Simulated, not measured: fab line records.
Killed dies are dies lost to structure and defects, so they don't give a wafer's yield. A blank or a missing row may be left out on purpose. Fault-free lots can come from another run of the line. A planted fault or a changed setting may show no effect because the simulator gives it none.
8D (eight disciplines) problem report, filled in by code || flow nand harc || the parts of the form that need people (team, actions taken, sign-off) are left out

## 1. PROBLEM STATEMENT
Mean of cd nm at NHARC_P_M1_CD_MEAS_09: 144.6 nm across 6 wafers in 2 lots; on wafers with no fault it is 130.0 nm (standard deviation 0.53). That is +28 standard deviations from the usual mean.
The step: target cd 130 nm.
The first sign was on wafer L626.3 at day 10 17:57, on cd sem-03. Wafers with a number at this step in the record: 33, from 11 lots. Rule for "out" (also "out of limits"): further than 4 standard deviations from the usual mean. The rest of the wafers with a number are treated as sound.

## 2. WHAT IT IS, AND WHAT IT ISN'T
{"question": "which readings at this step", "is": "cd nm", "is not": "-"}
{"question": "which lots", "is": "L626, L628", "is not": "L616, L619, L627, L631, L634, L635, L637, L638, L639"}
{"question": "which wafers of those lots", "is": "all that have a number", "is not": "-"}
{"question": "read on which gauges", "is": "cd sem-01, cd sem-03", "is not": "cd sem-02"}
{"question": "when", "is": "from day 10 17:57", "is not": "up to then (6 sound wafers); but 21 sound wafers of L627, L631, L634, L635, L637, L638, L639 came after"}

## 3. THE SUSPECTS, EACH WITH WHAT RULES IT OUT
Counting: a tool stays on the suspect list if, at a process step up to the reading, it processed all lots that are out and no sound lot following the first of them.
- the gauge at NHARC_P_M1_CD_MEAS_09 is ruled out. 2 gauges (cd sem-01, cd sem-03) read the wafers that are out.
- arfi scanner-03 at NHARC_P_M1_EXPOSE_06 (exposes mask P M1, target cd 130 nm): kept. It ran every lot that is out, first L626 (day 10 17:49), and no sound lot after that; its last sound lot up to then is L619 (day 7 14:22). Out on those wafers are its own readings of exposure dose mJ cm2.
Left after counting: arfi scanner-03 at NHARC_P_M1_EXPOSE_06.

## 4. THE CAUSE (what the simulator had put in)
Drift in process parameters on arfi scanner-03 at NHARC_P_M1_EXPOSE_06, starting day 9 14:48. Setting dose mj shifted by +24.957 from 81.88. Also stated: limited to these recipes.
Counting left only this tool.

## 5. THE CHAIN OF EFFECTS, in route order
One row per reading whose mean, taken over the struck wafers that have a number, lies over 3 standard deviations from the usual. Only readings for which the record gives a usual standard deviation are gone through. hours: the time from each lot's start at the first step in this table that gives one to its start at this step, as a median over the lots. sigmas: the change in usual standard deviations.
{"hours": 0, "step": "NHARC_P_M1_EXPOSE_06", "reading": "exposure dose mJ cm2", "usual": 82.5, "on struck wafers": 104.1, "change": "+21.6", "sigmas": "+27"}
{"hours": 0, "step": "NHARC_P_M1_CD_MEAS_09", "reading": "cd nm", "usual": "130.0 nm", "on struck wafers": 144.6, "change": "+14.6", "sigmas": "+28"}
It contains these process steps:
- NHARC_P_M1_EXPOSE_06: exposes mask P M1, target cd 130 nm.
Later measuring or inspecting steps at which every struck wafer that the step has a row for has a number for every such reading, and none has moved that far: NHARC_END_SORT_01.

## 6. HOW IT WOULD HAVE BEEN CAUGHT EARLIER
In this record the first reading out of limits at a measuring or inspecting step was taken at day 10 17:57, 27 hours after the fault began at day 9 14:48.
Tool's own readings at NHARC_P_M1_EXPOSE_06, exposure dose mJ cm2: out on all struck wafers the step has rows for; an alarm limit on them would have tripped on the first.
Of the lots that are out (2), L628 began NHARC_P_M1_EXPOSE_06 on arfi scanner-03 after day 10 17:57. It would have been spared by a hold on the tool at that moment.
